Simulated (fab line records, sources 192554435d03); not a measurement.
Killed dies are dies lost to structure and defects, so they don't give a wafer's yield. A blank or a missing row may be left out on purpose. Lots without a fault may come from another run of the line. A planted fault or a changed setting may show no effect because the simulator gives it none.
fab line records | flow n5_finfet | part 1 of 2: steps 1 to 22 of 30
record lots=5 wafers=15 last_day=14
route steps=1938 shown BEOL_M6@1234 BEOL_M7@1263
lots that met no fault: from a run of the same line without faults
start_h: hours from the record's first day to the start of the lot's first wafer shown | wait_h: hours since the lot's step before | " the same as in the row above | L1.1+2: a row that stands for several wafers | - no value, or no start given | * or withheld: withheld | < > ~ a bound
route shown NAME@n: a module of which the file shows steps, and the number in the route of the first | usual: mean/standard deviation of fault-free wafers | same: alike in all rows | chamber/n: place in a boat | sites: the reading at each site | _std_site: their standard deviation | _edge_site: outer sites' mean less inner sites' | radius_mm: how far each site lies from the wafer's centre | mask NAME#n: copy n | behind: the tool/chamber that last shaped the wafer | hold: why the lot was held/for how many hours/how that ended | device: the transistor (n, p or np) that didn't switch | end of line: the same wafers' tests at the end of the route | a step without rows: its recipe alone | killed: dies lost to structure and defects at the first sort, not the wafer's yield | map: a wafer's dies, x killed, . not, _ none there
set.NAME: the setting as run; set.NAME@STEP: as run at that earlier step | model.NAME: the simulator's own value behind a step, which no gauge read
lots at some steps of the route; a table a step, a row a wafer
services: from which hour (start_h, from the record's first day; less than 0 if before it) a tool's chamber was out of use, for how many hours, and why
## steps
# step N5_BEOL_M6_STRIP_69
# recipe chemistry=N2/H2 temp_c=40 n2_flow_sccm=200 h2_flow_sccm=200 rf_frequency_hz=6e+07
# columns lot.wafer tool chamber start_h wait_h
L077.1+3+5 rie_diel-03 0,1,2 200.79 0.0
L079.1+4+5 rie_diel-03 2,1,3 216.29 0.0
L080.2+4+5 rie_diel-01 3,1,2 223.13 0.0
L082.2+3+4 rie_diel-02 0,2,3 233.86 0.0
L086.2+4+6 rie_diel-01 2,1,2 255.83 0.0
# step N5_BEOL_M6_STRIP_73
# recipe chemistry=N2/H2 temp_c=40 n2_flow_sccm=200 h2_flow_sccm=200 rf_frequency_hz=6e+07
# columns lot.wafer tool chamber start_h wait_h
L077.1+3+5 rie_diel-03 0,1,2 200.80 0.0
L079.1+4+5 rie_diel-03 2,1,3 216.30 0.0
L080.2+4+5 rie_diel-01 3,1,2 223.14 0.0
L082.2+3+4 rie_diel-02 0,2,3 233.87 0.0
L086.2+4+6 rie_diel-01 2,1,2 255.84 0.0
# step N5_BEOL_M6_VIA_ETCH_34
# recipe chemistry=C4F6/O2 target=SiCOH_lowk target_depth_a=1263 mask_material=SOC taper_deg=4 time_s=50.9 ion_energy_ev=250 pressure_mtorr=30 source_w=345 bias_w=185 Ar_flow_sccm=300 C4F6_flow_sccm=10 O2_flow_sccm=10
# usual drypump_motor_current_A=5.7/0.37 oes_o_777_au=0.78/0.095 oes_product_au=0.77/0.089 rf_vpp_V=670/27 showerhead_plenum_p_Torr=2.86/0.093 throttle_valve_pct=20.9/0.33
# columns lot.wafer tool chamber start_h wait_h drypump_motor_current_A oes_o_777_au oes_product_au rf_hours_counter_h rf_vpp_V showerhead_plenum_p_Torr throttle_valve_pct
L077.1 rie_diel-03 0 200.81 0.0 5.4 0.65 0.66 248 685 2.65 20.9
L077.3 " 1 " " 6.2 0.96 0.97 3 666 2.77 20.2
L077.5 " 2 " " 5.5 0.75 0.74 - 678 2.87 21.1
L079.1 rie_diel-03 2 216.31 0.0 5.6 0.75 0.73 148 678 2.87 21.1
L079.4 " 1 " " 6.2 0.92 0.94 - 668 2.77 20.2
L079.5 " 3 " " 6.0 0.84 0.83 - 676 2.89 20.8
L080.2 rie_diel-01 3 223.15 0.0 5.8 0.70 0.69 219 688 2.93 21.4
L080.4 " 1 " " 6.1 0.72 0.73 200 674 2.82 20.9
L080.5 " 2 " " 5.1 0.91 0.86 - 610 2.75 20.6
L082.2 rie_diel-02 0 233.88 0.0 5.1 0.69 0.68 241 665 2.68 21.1
L082.3 " 2 " " 5.3 0.90 0.87 42 650 3.04 21.1
L082.4 " 3 " " 6.4 0.83 0.81 100 679 2.92 21.0
L086.2 rie_diel-01 2 255.85 0.0 5.1 0.89 0.84 73 610 2.75 20.6
L086.4 " 1 " " 6.1 0.71 0.72 213 673 2.82 20.9
L086.6 " 2 " " 5.1 0.89 0.83 - 611 2.75 20.6
# step N5_BEOL_M6_STRIP_76
# recipe chemistry=C4F6/O2 resist=SiARC rf_frequency_hz=6e+07
# columns lot.wafer tool chamber start_h wait_h
L077.1+3+5 rie_diel-03 0,1,2 200.85 0.0
L079.1+4+5 rie_diel-03 2,1,3 216.35 0.0
L080.2+4+5 rie_diel-01 3,1,2 223.20 0.0
L082.2+3+4 rie_diel-02 0,2,3 233.93 0.0
L086.2+4+6 rie_diel-01 2,1,2 255.89 0.0
# step N5_BEOL_M6_STRIP_36
# recipe chemistry=N2/H2 power_w=450 temp_c=40 pressure_mtorr=20 rf_frequency_hz=6e+07 overash_fraction=0.3 bias_power_w=7 h2_frac=0.5 n2_flow_sccm=200 h2_flow_sccm=200
# usual drypump_motor_current_A=5.7/0.37 oes_product_au=0.77/0.086 rf_vpp_V=59.1/1.5 showerhead_plenum_p_Torr=2.55/0.086 throttle_valve_pct=23.6/0.39
# columns lot.wafer tool chamber start_h wait_h drypump_motor_current_A oes_product_au rf_hours_counter_h rf_vpp_V showerhead_plenum_p_Torr throttle_valve_pct
L077.1 rie_diel-03 0 200.86 0.0 5.4 0.66 248 58.6 2.41 24.0
L077.3 " 1 " " 6.2 0.97 3 58.6 2.48 23.2
L077.5 " 2 " " 5.5 0.74 - 58.9 2.51 23.3
L079.1 rie_diel-03 2 216.36 0.0 5.6 0.73 148 57.6 2.51 23.2
L079.4 " 1 " " 6.2 0.94 - 59.9 2.48 23.2
L079.5 " 3 " " 6.0 0.83 - 60.4 2.56 23.4
L080.2 rie_diel-01 3 223.21 0.0 5.8 0.68 219 60.0 2.61 24.4
L080.4 " 1 " " 6.1 0.74 200 60.7 2.53 23.6
L080.5 " 2 " " 5.1 0.85 - 57.7 2.45 23.1
L082.2 rie_diel-02 0 233.94 0.0 5.1 0.69 241 59.5 2.40 24.2
L082.3 " 2 " " 5.3 0.85 42 59.4 2.71 24.0
L082.4 " 3 " " 6.4 0.81 100 57.3 2.58 23.7
L086.2 rie_diel-01 2 255.90 0.0 5.1 0.84 73 57.6 2.45 23.2
L086.4 " 1 " " 6.1 0.72 213 61.3 2.52 23.6
L086.6 " 2 " " 5.2 0.84 - 60.3 2.45 23.2
# step N5_BEOL_M6_TRENCH_ETCH_37
# recipe chemistry=C4F6/O2 target_depth_a=944.35 target=SiCOH_lowk time_s=31.5 ion_energy_ev=250 pressure_mtorr=30 source_w=345 bias_w=185 Ar_flow_sccm=300 C4F6_flow_sccm=10 O2_flow_sccm=10
# usual drypump_motor_current_A=5.7/0.37 oes_o_777_au=0.78/0.094 oes_product_au=0.77/0.088 rf_vpp_V=671/27 showerhead_plenum_p_Torr=2.86/0.092 throttle_valve_pct=20.9/0.32
# columns lot.wafer tool chamber start_h wait_h drypump_motor_current_A oes_o_777_au oes_product_au rf_hours_counter_h rf_vpp_V showerhead_plenum_p_Torr throttle_valve_pct
L077.1 rie_diel-03 0 - - 5.4 0.65 0.66 248 685 2.65 20.9
L077.3 " 1 " " 6.1 0.95 0.97 3 666 2.77 20.2
L077.5 " 2 " " 5.6 0.74 0.74 - 678 2.88 21.1
L079.1 rie_diel-03 2 - - 5.6 0.75 0.73 148 678 2.87 21.1
L079.4 " 1 " " 6.2 0.92 0.95 - 666 2.77 20.2
L079.5 " 3 " " 6.0 0.84 0.83 - 676 2.89 20.8
L080.2 rie_diel-01 3 - - 5.8 0.70 0.70 219 689 2.93 21.4
L080.4 " 1 " " 6.1 0.72 0.73 200 674 2.82 20.9
L080.5 " 2 " " 5.1 0.91 0.86 - 610 2.75 20.6
L082.2 rie_diel-02 0 - - 5.0 0.70 0.68 241 663 2.68 21.1
L082.3 " 2 " " 5.3 0.90 0.86 42 650 3.04 21.1
L082.4 " 3 " " 6.4 0.83 0.80 100 679 2.92 21.1
L086.2 rie_diel-01 2 - - 5.1 0.90 0.83 73 610 2.75 20.6
L086.4 " 1 " " 6.1 0.71 0.72 213 674 2.82 20.9
L086.6 " 2 " " 5.1 0.89 0.84 - 609 2.75 20.6
# step N5_BEOL_M6_ETCH_41
# recipe chemistry=CH3F/O2 target=SiCN target_depth_a=297 taper_deg=2 time_s=52 ion_energy_ev=120 mask_material=TiN pressure_mtorr=30 source_w=395 bias_w=75 Ar_flow_sccm=150 CH3F_flow_sccm=30 O2_flow_sccm=20
# usual drypump_motor_current_A=5.7/0.37 oes_product_au=0.77/0.088 rf_vpp_V=297.4/1.5 showerhead_plenum_p_Torr=2.01/0.067 throttle_valve_pct=16.32/0.3
# columns lot.wafer tool chamber start_h wait_h drypump_motor_current_A oes_product_au rf_hours_counter_h rf_vpp_V showerhead_plenum_p_Torr throttle_valve_pct
L077.1 rie_diel-03 0 - - 5.4 0.66 248 293.8 1.86 16.45
L077.3 " 1 " " 6.1 0.98 3 297.9 1.95 15.65
L077.5 " 2 " " 5.6 0.74 - 296.2 2.02 16.49
L079.1 rie_diel-03 2 - - 5.6 0.74 148 295.2 2.02 16.50
L079.4 " 1 " " 6.2 0.95 - 297.2 1.94 15.64
L079.5 " 3 " " 6.0 0.85 - 298.0 2.03 16.19
L080.2 rie_diel-01 3 - - 5.8 0.70 219 298.7 2.06 16.79
L080.4 " 1 " " 6.1 0.73 200 297.2 1.98 16.40
L080.5 " 2 " " 5.1 0.86 - 295.6 1.93 16.00
L082.2 rie_diel-02 0 - - 5.1 0.68 241 291.7 1.88 16.54
L082.3 " 2 " " 5.3 0.88 42 300.2 2.14 16.37
L082.4 " 3 " " 6.4 0.82 100 296.8 2.04 16.31
L086.2 rie_diel-01 2 - - 5.1 0.83 73 297.9 1.93 16.04
L086.4 " 1 " " 6.1 0.71 213 296.5 1.98 16.40
L086.6 " 2 " " 5.1 0.83 - 296.6 1.93 16.02
# step N5_BEOL_M6_STRIP_80
# recipe chemistry=N2/H2 time_s=10 power_w=450 temp_c=40 pressure_mtorr=20 rf_frequency_hz=6e+07 bias_power_w=7 n2_flow_sccm=200 h2_flow_sccm=200
# usual drypump_motor_current_A=5.7/0.37 oes_product_au=0.77/0.085 rf_vpp_V=59.2/0.9 showerhead_plenum_p_Torr=2.55/0.086 throttle_valve_pct=23.6/0.39
# columns lot.wafer tool chamber start_h wait_h drypump_motor_current_A oes_product_au rf_hours_counter_h rf_vpp_V showerhead_plenum_p_Torr throttle_valve_pct
L077.1 rie_diel-03 0 - - 5.4 0.65 248 57.4 2.41 24.0
L077.3 " 1 " " 6.2 0.97 3 59.9 2.48 23.2
L077.5 " 2 " " 5.6 0.74 - 59.1 2.51 23.2
L079.1 rie_diel-03 2 - - 5.6 0.73 148 58.5 2.51 23.2
L079.4 " 1 " " 6.2 0.93 - 59.4 2.48 23.2
L079.5 " 3 " " 6.0 0.83 - 60.0 2.56 23.4
L080.2 rie_diel-01 3 - - 5.7 0.68 219 59.7 2.61 24.4
L080.4 " 1 " " 6.1 0.74 200 58.5 2.53 23.6
L080.5 " 2 " " 5.2 0.86 - 60.1 2.45 23.2
L082.2 rie_diel-02 0 - - 5.1 0.69 241 58.6 2.40 24.2
L082.3 " 2 " " 5.3 0.85 42 59.8 2.71 24.0
L082.4 " 3 " " 6.4 0.80 100 59.1 2.58 23.7
L086.2 rie_diel-01 2 - - 5.2 0.83 73 59.3 2.45 23.2
L086.4 " 1 " " 6.1 0.72 213 60.5 2.52 23.6
L086.6 " 2 " " 5.2 0.83 - 59.2 2.45 23.2
# step N5_BEOL_M6_OCD_MEAS_38
# usual trench_depth_nm=93.3/2.9
# columns lot.wafer tool chamber start_h wait_h trench_depth_nm
L077.1 ocd-01 - 201.06 - 89.6
L077.3 " - " " 97.3
L077.5 " - " " 90.3
L079.1 ocd-01 - 216.55 - 89.9
L079.4 " - " " 98.1
L079.5 " - " " 95.0
L080.2 ocd-02 - 223.40 - 95.4
L080.4 " - " " 92.2
L080.5 " - " " 95.8
L082.2 ocd-01 - 234.13 - 90.1
L082.3 " - " " 96.8
L082.4 " - " " 93.3
L086.2 ocd-02 - 256.10 - 93.6
L086.4 " - " " 92.1
L086.6 " - " " 93.6
# step N5_BEOL_M6_HM_STRIP_39
# recipe chemistry=peroxide_tin_strip material=TiN target_depth_a=250 temp_c=50 time_s=158
# columns lot.wafer tool chamber start_h wait_h
L077.1+3+5 wet_bench-02 6,3,2 201.09 0.0
L079.1+4+5 wet_bench-01 0,3,5 216.58 0.0
L080.2+4+5 wet_bench-05 6,5,0 223.43 0.0
L082.2+3+4 wet_bench-05 5,3,0 234.16 0.0
L086.2+4+6 wet_bench-05 6,7,3 256.14 0.0
# step N5_BEOL_M6_SRD_40
# recipe time_s=30 temp_c=23 rinse_liquid=diw dry=ipa_marangoni
# columns lot.wafer tool chamber start_h wait_h
L077.1+3+5 wet_bench-02 6,3,2 201.14 0.0
L079.1+4+5 wet_bench-01 0,3,5 216.63 0.0
L080.2+4+5 wet_bench-05 6,5,0 223.48 0.0
L082.2+3+4 wet_bench-05 5,3,0 234.21 0.0
L086.2+4+6 wet_bench-05 6,7,3 256.18 0.0
# step N5_BEOL_M6_PRECLEAN_42
# recipe chemistry=residue_remover time_s=60 temp_c=40
# columns lot.wafer tool chamber start_h wait_h
L077.1+3+5 wet_bench-02 6,3,2 201.15 0.0
L079.1+4+5 wet_bench-01 0,3,5 216.65 0.0
L080.2+4+5 wet_bench-05 6,5,0 223.50 0.0
L082.2+3+4 wet_bench-05 5,3,0 234.23 0.0
L086.2+4+6 wet_bench-05 6,7,3 256.20 0.0
# step N5_BEOL_M6_SRD_43
# recipe time_s=30 temp_c=23 rinse_liquid=diw dry=ipa_marangoni
# columns lot.wafer tool chamber start_h wait_h
L077.1+3+5 wet_bench-02 6,3,2 201.17 0.0
L079.1+4+5 wet_bench-01 0,3,5 216.66 0.0
L080.2+4+5 wet_bench-05 6,5,0 223.51 0.0
L082.2+3+4 wet_bench-05 5,3,0 234.24 0.0
L086.2+4+6 wet_bench-05 6,7,3 256.22 0.0
# step N5_BEOL_M6_CD_MEAS_35
# recipe target_cd_nm=40 target_cd_y_nm=28 polarity=opening
# usual cd_nm=39.8/0.7
# columns lot.wafer tool chamber start_h wait_h cd_nm
L077.1 cd_sem-03 - 201.21 0.0 41.2
L077.3 " - " " 40.9
L077.5 " - " " 40.5
L079.1 cd_sem-03 - 216.70 0.0 40.4
L079.4 " - " " 39.3
L079.5 " - " " 40.0
L080.2 cd_sem-03 - 223.55 0.0 39.3
L080.4 " - " " 39.4
L080.5 " - " " 39.3
L082.2 cd_sem-02 - 234.28 0.0 40.1
L082.3 " - " " 39.4
L082.4 " - " " 40.5
L086.2 cd_sem-01 - 256.26 0.0 40.1
L086.4 " - " " 40.4
L086.6 " - " " 40.9
# step N5_BEOL_M6_CURE_75
# recipe temp_c=370 time_s=120 ambient=DMADMS/He material=SiCOH_lowk
# usual lamp_power_pct=52.31/0.057 wafer_temp_C_max=371.6/0.52
# columns lot.wafer tool chamber start_h wait_h lamp_power_pct wafer_temp_C_max
L077.1 uv_cure-02 0 201.25 0.0 52.31 371.4
L077.3 " 0 " " 52.34 372.4
L077.5 " 0 " " 52.27 371.9
L079.1 uv_cure-02 1 216.75 0.0 52.38 372.2
L079.4 " 1 " " 52.32 371.8
L079.5 " 1 " " 52.29 372.7
L080.2 uv_cure-01 0 223.64 0.1 52.26 371.4
L080.4 " 0 " " 52.24 371.0
L080.5 " 0 " " 52.34 370.9
L082.2 uv_cure-02 2 234.37 0.1 52.44 371.9
L082.3 " 2 " " 52.40 371.6
L082.4 " 2 " " 52.40 371.4
L086.2 uv_cure-03 1 256.59 0.3 52.29 371.3
L086.4 " 1 " " 52.32 372.6
L086.6 " 1 " " 52.33 372.7
# step N5_BEOL_M6_DEGAS_44
# recipe ambient=vacuum temp_c=250 time_s=60
# usual heater_power_w=329/33
# columns lot.wafer tool chamber start_h wait_h heater_power_w
L077.1 pvd_sputter-03 - 201.59 0.3 375
L077.3 " - " " 326
L077.5 " - " " 311
L079.1 pvd_sputter-03 - 217.30 0.5 383
L079.4 " - " " 358
L079.5 " - " " 313
L080.2 pvd_sputter-02 - 224.27 0.6 289
L080.4 " - " " 289
L080.5 " - " " 294
L082.2 pvd_sputter-01 - 234.65 0.2 367
L082.3 " - " " 347
L082.4 " - " " 321
L086.2 pvd_sputter-01 - 256.90 0.3 283
L086.4 " - " " 351
L086.6 " - " " 374
# step N5_BEOL_M6_PRE_CLEAN_45
# recipe gas=H2/He time_s=30 temp_c=250
# usual heater_power_w=328/32
# columns lot.wafer tool chamber start_h wait_h heater_power_w
L077.1 pvd_sputter-03 - 201.63 0.0 379
L077.3 " - " " 333
L077.5 " - " " 318
L079.1 pvd_sputter-03 - 217.34 0.0 373
L079.4 " - " " 360
L079.5 " - " " 317
L080.2 pvd_sputter-02 - 224.31 0.0 289
L080.4 " - " " 296
L080.5 " - " " 288
L082.2 pvd_sputter-01 - 234.69 0.0 370
L082.3 " - " " 356
L082.4 " - " " 329
L086.2 pvd_sputter-01 - 256.94 0.0 286
L086.4 " - " " 342
L086.6 " - " " 383
# step N5_BEOL_M6_ALD_77
# recipe material=TaN target_thk_a=20 temp_c=275 ald_precursor_family=PDMAT ald_co_reactant=NH3 pressure_torr=3 carrier_flow_sccm=1500 pulse_time_s=2 purge_time_s=3 co_reactant_purge_time_s=2 co_reactant_pulse_time_s=3 ald_cycles=40 precursor_vessel_temp_c=75 precursor_vessel_pressure_torr=26.25 precursor_vessel_carrier_sccm=1000
# usual chamber_pressure_Torr=2.999/0.0066 heater_power_w=417/23
# columns lot.wafer tool chamber start_h wait_h chamber_pressure_Torr heater_power_w
L077.1 ald_metal-03 3 201.69 0.0 2.995 379
L077.3 " 0 " " 3.002 444
L077.5 " 2 " " 2.999 413
L079.1 ald_metal-01 2 217.48 0.1 2.999 426
L079.4 " 3 " " 2.995 404
L079.5 " 3 " " 3.003 414
L080.2 ald_metal-01 2 224.53 0.2 2.999 442
L080.4 " 0 " " 3.000 396
L080.5 " 3 " " 3.003 411
L082.2 ald_metal-02 0 234.85 0.1 3.013 433
L082.3 " 3 " " 3.005 399
L082.4 " 2 " " 2.997 424
L086.2 ald_metal-02 0 257.13 0.2 2.992 428
L086.4 " 1 " " 2.986 433
L086.6 " 2 " " 2.993 430
# step N5_BEOL_M6_SURFACE_TREAT_79
# recipe gas=Ar time_s=* ion_energy_ev=* ion_current_ma_cm2=0.5 pressure_mtorr=* ar_flow_sccm=30
# usual throttle_valve_pct=*
# columns lot.wafer tool chamber start_h wait_h throttle_valve_pct
L077.1 pvd_sputter-03 - 202.01 0.2 *
L077.3 " - " " *
L077.5 " - " " *
L079.1 pvd_sputter-01 - 217.79 0.2 *
L079.4 " - " " *
L079.5 " - " " *
L080.2 pvd_sputter-03 - 224.88 0.2 *
L080.4 " - " " *
L080.5 " - " " *
L082.2 pvd_sputter-03 - 235.17 0.2 *
L082.3 " - " " *
L082.4 " - " " *
L086.2 pvd_sputter-01 - 257.44 0.2 *
L086.4 " - " " *
L086.6 " - " " *
# step N5_BEOL_M6_CVD_78
# recipe material=Co target_thk_a=20 temp_c=withheld precursor=CCTBA/H2 pressure_torr=30 time_s=142.3
# usual chamber_pressure_Torr=30.01/0.067
# columns lot.wafer tool chamber start_h wait_h chamber_pressure_Torr
L077.1 cvd_co-02 2 202.13 0.1 29.94
L077.3 " 0 " " 29.83
L077.5 " 0 " " 29.95
L079.1 cvd_co-02 0 217.86 0.0 30.05
L079.4 " 0 " " 30.05
L079.5 " 1 " " 29.91
L080.2 cvd_co-01 1 225.02 0.1 30.01
L080.4 " 0 " " 30.12
L080.5 " 2 " " 30.00
L082.2 cvd_co-02 0 235.25 0.1 29.96
L082.3 " 1 " " 30.00
L082.4 " 0 " " 30.01
L086.2 cvd_co-02 1 257.52 0.1 30.10
L086.4 " 0 " " 29.91
L086.6 " 1 " " 29.97
# step N5_BEOL_M6_SPUTTER_48
# recipe material=Cu target_thk_a=100 temp_c=-20 bias_v=60 power_w=26000 chamber_pressure_pa=0.13 time_s=1.667
# usual bias_v=60.1/0.55 substrate_temp_c=-20.00/0.11 throttle_valve_pct=30.0/0.93
# columns lot.wafer tool chamber start_h wait_h bias_v substrate_temp_c throttle_valve_pct
L077.1 pvd_sputter-03 - 202.40 0.2 60.8 -20.19 30.6
L077.3 " - " " 60.7 -19.99 31.7
L077.5 " - " " 60.6 -19.91 30.4
L079.1 pvd_sputter-02 - 219.21 1.3 61.0 -20.10 31.9
L079.4 " - " " 60.6 -20.12 29.8
L079.5 " - " " 61.0 -20.02 29.5
L080.2 pvd_sputter-03 - 225.18 0.1 60.0 -19.85 30.3
L080.4 " - " " 59.8 -20.02 31.8
L080.5 " - " " 60.2 -19.90 31.4
L082.2 pvd_sputter-03 - 237.33 2.0 60.1 -19.79 30.1
L082.3 " - " " 59.9 -20.00 30.3
L082.4 " - " " 60.0 -19.98 31.4
L086.2 pvd_sputter-01 - 257.90 0.3 59.2 -19.96 30.0
L086.4 " - " " 61.2 -20.03 29.1
L086.6 " - " " 61.4 -19.98 30.2
# step N5_BEOL_M6_ECD_50
# recipe material=Cu target_thk_a=3000
# columns lot.wafer tool chamber start_h wait_h
L077.1+3+5 ecd_cu-01 1,1,0 202.53 0.1
L079.1+4+5 ecd_cu-01 0,1,0 219.33 0.1
L080.2+4+5 ecd_cu-01 0 225.34 0.1
L082.2+3+4 ecd_cu-02 0,1,0 237.45 0.1
L086.2+4+6 ecd_cu-02 0,1,0 258.02 0.1
